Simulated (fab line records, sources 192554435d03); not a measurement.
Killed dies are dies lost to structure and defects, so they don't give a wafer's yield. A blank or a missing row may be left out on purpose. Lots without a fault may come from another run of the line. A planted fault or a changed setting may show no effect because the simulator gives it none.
A struck lot beside a sound one | flow n5_finfet | 44 steps out of a route of 1938
Sound: wafers L923.2, L923.3, L923.6. Struck: wafers L928.1, L928.4. (L928.5 of the same lot was not struck and is left out.) The cause comes at the end.
At each step with rows: each side's tool, then ch and its chambers, then its first start. Under that, the readings that differ: sound wafers | struck wafers | difference of the means | sigmas: that difference in standard deviations of wafers without a fault.
alike: readings whose means differ by less than 2 such deviations, and words and numbers that are the same on both sides. not compared: withheld readings, readings that some wafer has no value for, bounds like >300 that may hide the same value, and numbers for which the record gives no deviation and whose values overlap.
The two part at a step that has a row with sigmas, a row that says differs or no value, or rows on one side only. Numbers that don't overlap but have no deviation are shown without sigmas and don't part them. A reading that every wafer of one side lacks parts them only if that side has two wafers or more.

first, 6 steps without rows for these wafers: N5_SD_EPI_N_STRIP_36 (strips in N2/H2); N5_SD_EPI_N_ETCHBACK_44 (etches SiNx in CH3F/O2, stops on SiO2, target depth 14.5 nm); N5_SD_EPI_N_ETCH_45 (etches SiOCN in CH3F/O2, target depth 6 nm); N5_SD_EPI_N_ETCH_16 (etches SiO2 in CHF3/O2, target depth 5 nm); N5_SD_EPI_N_STRIP_47 (strips in CHF3/O2); N5_SD_EPI_N_SD_RECESS_17 (chemistry HBr/Cl2/O2, target depth 41 nm, time 23.7 s, bt time 3 s).
N5_SD_EPI_N_STRIP_38: strips in N2/H2.
  sound on plasma_asher-02 ch 0,1, day 4 08:02; struck on plasma_asher-02 ch 1, day 5 16:47
  alike: drypump_motor_current_A, heater_power_w, oes_product_au
  not compared: rf_hours_counter_h
then, 5 steps without rows for these wafers: N5_SD_EPI_N_WET_ETCH_43 (etches SiO2 in dHF, time 14 s, target depth 1.5 nm); N5_SD_EPI_N_STRIP_18 (strips in SPM, time 750 s); N5_SD_EPI_N_SRD_20 (time 30 s); N5_SD_EPI_N_PRECLEAN_48 (cleans in NF3:NH3, afs cycles 2, time 20 s, sublimation time 60 s); N5_SD_EPI_N_VAPOR_ETCH_50 (etches Si in HCl, time 54 s).
N5_SD_EPI_N_EPI_21: deposits Si:P, time 690 s.
  sound on epi_rpcvd-01 ch 0, day 4 09:14; struck on epi_rpcvd-01 ch 0, day 5 17:40
  reading                                   | sound        | struck    | difference | sigmas
  model.Si-P_of_SD_EPI_N_EPI_21.thk_nm (nm) | 58.4 58.4 58 | 60.8 61.2 | +2.7       |
N5_SD_EPI_N_EPI_MEAS_23:
  sound on film_metro-01, day 4 10:41; struck on film_metro-01, day 5 19:23
  alike: thk_nm
then, 3 steps without rows for these wafers: N5_SD_EPI_N_PRECLEAN_24 (cleans in O3/DIW, time 60 s); N5_SD_EPI_N_SRD_25 (time 30 s); N5_SD_EPI_N_PRECLEAN_49 (cleans in NF3:NH3, afs cycles 1, time 20 s, sublimation time 60 s).
N5_SD_EPI_N_LINER_46: material SiNx, target thk 3 nm.
  sound on ald_sin-01 ch 1,2,3, day 4 10:59; struck on ald_sin-04 ch 1,2, day 5 19:44
  alike: heater_power_w
N5_SD_EPI_N_INSPECT_26: inspects for defects (darkfield).
  sound on defect_inspect-01, day 4 11:15; struck on defect_inspect-02, day 5 19:59
  alike: raw_defect_count
then, 8 steps without rows for these wafers: N5_SD_EPI_P_COAT_34 (time 60 s, resist thk 350 nm); N5_SD_EPI_P_COAT_35 (time 60 s, resist thk 35 nm); N5_SD_EPI_P_COAT_03 (resist thk 150 nm); N5_SD_EPI_P_EBR_05; N5_SD_EPI_P_SOFTBAKE_04 (time 60 s); N5_SD_EPI_P_EXPOSE_06 (exposes mask SD P BLK, target cd 240 nm); N5_SD_EPI_P_PEB_07 (peb time 60 s); N5_SD_EPI_P_DEVELOP_08 (develop time 30 s).
N5_SD_EPI_P_CD_MEAS_09: target cd 240 nm.
  sound on cd_sem-01 ch 0, day 4 11:39; struck on cd_sem-02 ch 0, day 5 20:23
  alike: cd_nm
N5_SD_EPI_P_OVL_MEAS_10:
  sound on overlay-02 ch 0, day 4 11:41; struck on overlay-02 ch 0, day 5 20:25
  alike: SD_P_BLK_OVL
N5_SD_EPI_P_INSPECT_11: inspects for defects (macro).
  sound on defect_inspect-02, day 4 11:43; struck on defect_inspect-02, day 5 20:26
  alike: raw_defect_count
then, 1 step without rows for these wafers: N5_SD_EPI_P_DESCUM_14 (chemistry O2, time 7.9 s).
N5_SD_EPI_P_ETCH_36: etches SiARC in CF4, target depth 45.5 nm, time 75.8 s.
  sound on rie_diel-04 ch 1,2, day 4 11:47; struck on rie_diel-04 ch 1,2, day 5 20:30
  alike: drypump_motor_current_A, etch_rf_on_time_s, oes_product_au, rf_vpp_V, showerhead_plenum_p_Torr, throttle_valve_pct
  not compared: rf_hours_counter_h
then, 2 steps without rows for these wafers: N5_SD_EPI_P_ETCH_37 (etches SOC in N2/H2, overetch 108 nm, time 486 s); N5_SD_EPI_P_STRIP_38 (strips in N2/H2).
N5_SD_EPI_P_ETCHBACK_46: etches SiNx in CH3F/O2, stops on SiO2, target depth 17.5 nm.
  sound on rie_diel-04 ch 1,2, day 4 12:10; struck on rie_diel-04 ch 1,2, day 5 20:53
  alike: drypump_motor_current_A, oes_product_au, rf_vpp_V, showerhead_plenum_p_Torr, throttle_valve_pct
  not compared: rf_hours_counter_h
then, 5 steps without rows for these wafers: N5_SD_EPI_P_ETCH_47 (etches SiOCN in CH3F/O2, target depth 25 nm); N5_SD_EPI_P_ETCH_16 (etches SiO2 in CHF3/O2, target depth 5 nm); N5_SD_EPI_P_STRIP_50 (strips in CHF3/O2); N5_SD_EPI_P_SD_RECESS_17 (chemistry HBr/Cl2/O2, target depth 39.1 nm, bt time 3 s); N5_SD_EPI_P_WET_ETCH_45 (etches SiO2 in dHF, time 10.7 s, target depth 2 nm, rinse time 30 s).
N5_SD_EPI_P_STRIP_40: strips in N2/H2.
  sound on plasma_asher-02 ch 0,1, day 4 12:36; struck on plasma_asher-02 ch 1, day 5 21:18
  alike: drypump_motor_current_A, heater_power_w, oes_product_au
  not compared: rf_hours_counter_h
then, 1 step without rows for these wafers: N5_SD_EPI_P_PRECLEAN_52 (cleans in O3/DIW, time 60 s).
N5_MOL_CONTACT_COAG_ETCH_15: etches SiNx in CH3F/O2, stops on Si:P, target depth 7 nm.
  sound on rie_diel-03 ch 1,2,3, day 5 20:23; struck on rie_diel-03 ch 0,3, day 7 06:22
  reading                                   | sound          | struck  | difference | sigmas
  model.Si-P_of_SD_EPI_N_EPI_21.thk_nm (nm) | 57.6 57.4 57.2 | 60 60.4 | +3         |
  alike: drypump_motor_current_A, oes_product_au, rf_vpp_V, showerhead_plenum_p_Torr, throttle_valve_pct
  not compared: rf_hours_counter_h
-- the record jumps here: 8 days lie between the struck wafers' starts before and after (it left off in module MOL_CONTACT_COAG and takes up again in module PASSIVATION, whose first step shown is number 1936 of the route) --
N5_PASSIVATION_PROBE_49:
  the record has rows for the struck wafers here (prober-01, day 15 03:01) and none for the sound ones

WHERE THEY PART
Only at N5_PASSIVATION_PROBE_49, within this record.

WHY: what the simulator had put in
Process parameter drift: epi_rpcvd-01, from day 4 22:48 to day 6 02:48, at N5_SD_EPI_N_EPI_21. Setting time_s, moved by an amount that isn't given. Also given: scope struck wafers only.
